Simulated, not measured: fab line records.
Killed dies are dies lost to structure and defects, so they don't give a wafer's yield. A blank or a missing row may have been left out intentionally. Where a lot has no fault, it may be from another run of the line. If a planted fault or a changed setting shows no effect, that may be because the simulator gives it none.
Split-lot experiment -- flow n5_finfet -- on a route of 1938 steps: 7 lots, 21 wafers read

SPLIT DETAILS
At N5_BEOL_M10_VIA_ETCH_34 (etches SiCOH lowk in C4F6/O2, target depth 184.5 nm, time 69.2 s), the setting time_s was moved away from the recipe's 69.2 s on 8 of the 21 wafers read, by -18.7% to +8.6%. The other wafers ran this setting at the recipe's value.

The reading is taken at the split's own step.

THE READING
SOC_of_BEOL_M10_COAT_63.thk_nm (the simulator's own value, which no gauge read), in nm, at N5_BEOL_M10_VIA_ETCH_34 (etches SiCOH lowk in C4F6/O2, target depth 184.5 nm, time 69.2 s). No usual value for it is given in the file. Average 92.0 nm, standard deviation 0.31 nm, over the 13 wafers here run with the recipe.

wafer,"tool, chamber at the split","time_s as run, s",against the recipe,"SOC_of_BEOL_M10_COAT_63.thk_nm, nm",against lot-mates on the recipe
L074.4,"rie_diel-02, 0",59.92,-13.4%,93.6,+1.2
L074.5,"rie_diel-02, 2",59.92,-13.4%,93.6,+1.2
L074.6,"rie_diel-02, 1",69.2,recipe,92.4,-
L075.3,"rie_diel-04, 0",75.18,+8.6%,91.6,-0.6
L075.5,"rie_diel-04, 1",69.2,recipe,92.4,-
L075.6,"rie_diel-04, 0",69.2,recipe,92,-
L083.1,"rie_diel-04, 2",56.25,-18.7%,93.4,+1.6
L083.2,"rie_diel-04, 3",56.25,-18.7%,93.2,+1.4
L083.5,"rie_diel-04, 1",69.2,recipe,91.8,-
L082.2,"rie_diel-04, 1",69.2,recipe,92.2,-
L082.3,"rie_diel-04, 0",69.2,recipe,91.8,-
L082.5,"rie_diel-04, 1",69.2,recipe,92.2,-
L084.1,"rie_diel-04, 1",58.64,-15.3%,93.8,+1.4
L084.3,"rie_diel-04, 3",69.2,recipe,92.4,-
L084.4,"rie_diel-04, 2",58.64,-15.3%,93.8,+1.4
L092.2,"rie_diel-05, 1",59.79,-13.6%,93.2,+1.1
L092.3,"rie_diel-05, 3",69.2,recipe,92.2,-
L092.5,"rie_diel-05, 0",69.2,recipe,92,-
L085.3,"rie_diel-05, 0",69.2,recipe,91.4,-
L085.4,"rie_diel-05, 3",69.2,recipe,91.6,-
L085.6,"rie_diel-05, 0",69.2,recipe,91.8,-

FIT RESULTS
A straight line over all 21 wafers: SOC_of_BEOL_M10_COAT_63.thk_nm changes by -0.0891 nm for each +1% of time_s; r = -0.91; the points scatter about the line by 0.35 nm.
The same after taking each lot's own level away (the mean of its wafers on the recipe; 21 wafers): -0.0838 nm for each +1%; r = -0.98; scatter 0.14 nm.
Per that fit: largest time_s move, reading shift of 1.6 nm.
Across the lots, their own levels run from 91.60 to 92.40 nm, a range of 2.6 times the standard deviation given above.
Hence the lot-to-lot level has little effect on the slope; both slopes agree.
Check: +1.58 nm against its lot-mates is what the line predicts for one of the wafers moved furthest among these (-18.7%) when that wafer is left out of the fit. It came out at +1.6 nm against them.

FURTHER SPLITS ON THESE WAFERS
These wafers also went through other splits before the reading. Each is held against what the fit with the lots' levels taken away leaves over:
other split on the same wafers,wafers away from the commonest value,r with SOC_of_BEOL_M10_COAT_63.thk_nm (lot level and that fit taken away)
N5_BEOL_M9_COAT_05 spin_rpm,6,+0.13
N5_BEOL_M10_PEB_26 peb_time_s,7,-0.09

THE WHOLE CHAIN: every reading that the file lists as answering this split, in the file's order
step,what it does,reading,change (the file's fit),r (the file's)
N5_BEOL_M10_VIA_ETCH_34,"etches SiCOH lowk in C4F6/O2, target depth 184.5 nm, time 69.2 s","etch.depth_nm (the simulator's own value, which no gauge read)",+1.88 nm for each +1% of the setting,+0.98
N5_BEOL_M10_VIA_ETCH_34,"etches SiCOH lowk in C4F6/O2, target depth 184.5 nm, time 69.2 s","SOC_of_BEOL_M10_COAT_63.thk_nm (the simulator's own value, which no gauge read)",-0.0838 nm for each +1% of the setting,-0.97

THE FILE'S OWN FIT
SOC_of_BEOL_M10_COAT_63.thk_nm changes by -0.0838 nm for each +1% of time_s, r = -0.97.
